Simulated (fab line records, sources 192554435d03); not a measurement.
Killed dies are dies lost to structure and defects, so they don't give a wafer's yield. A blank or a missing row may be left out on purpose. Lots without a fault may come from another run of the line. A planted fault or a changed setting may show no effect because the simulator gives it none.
Chamber matching | flow n5_finfet | N5_BEOL_M9_ETCH_62 on rie_diel-01: 4 sister chambers
The step etches SOC in N2/H2, target depth 110 nm, overetch 22 nm, time 165 s. 4 wafers are shown with their chamber, then 11 later ones without.

WAFERS WITH THEIR CHAMBER
wafer  | chamber | showerhead_plenum_p_Torr (Torr)
L088.3 | 1       | 2.43
L090.4 | 3       | 2.42
L090.6 | 0       | 2.58
L089.3 | 2       | 2.61

WAFERS WITHOUT THEIR CHAMBER
wafer  | showerhead_plenum_p_Torr (Torr)
L089.4 | 2.43
L089.5 | 2.57
L092.1 | 2.43
L092.4 | 2.42
L092.6 | 2.43
L091.2 | 2.57
L091.4 | 2.61
L091.5 | 2.57
L095.1 | 2.61
L095.3 | 2.42
L095.5 | 2.57

WHICH CHAMBER EACH WENT THROUGH
wafer  | from the rows above     | in truth
L089.4 | can't be placed: 1 or 3 | 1
L089.5 | 0                       | 0
L092.1 | can't be placed: 1 or 3 | 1
L092.4 | can't be placed: 3 or 1 | 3
L092.6 | can't be placed: 1 or 3 | 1
L091.2 | 0                       | 0
L091.4 | 2                       | 2
L091.5 | 0                       | 0
L095.1 | 2                       | 2
L095.3 | can't be placed: 3 or 1 | 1
L095.5 | 0                       | 0
Placed correctly: 6 of 11. Can't be placed from these rows: 5 (the true chamber is among the candidates in 5). Placed wrongly: 0.
How it was worked out, from the rows above alone: a wafer's distance from a chamber is the root of the sum, over the readings, of the square of ((its reading less the chamber's mean) divided by the reading's scatter). The wafer belongs to the nearest chamber; if the next one is less than 2 further off, it can't be placed. A chamber's mean is the mean of its shown wafers. The scatter: with one shown wafer a chamber, the root of the mean of the squares of how far each hidden wafer lies from its nearest shown one.
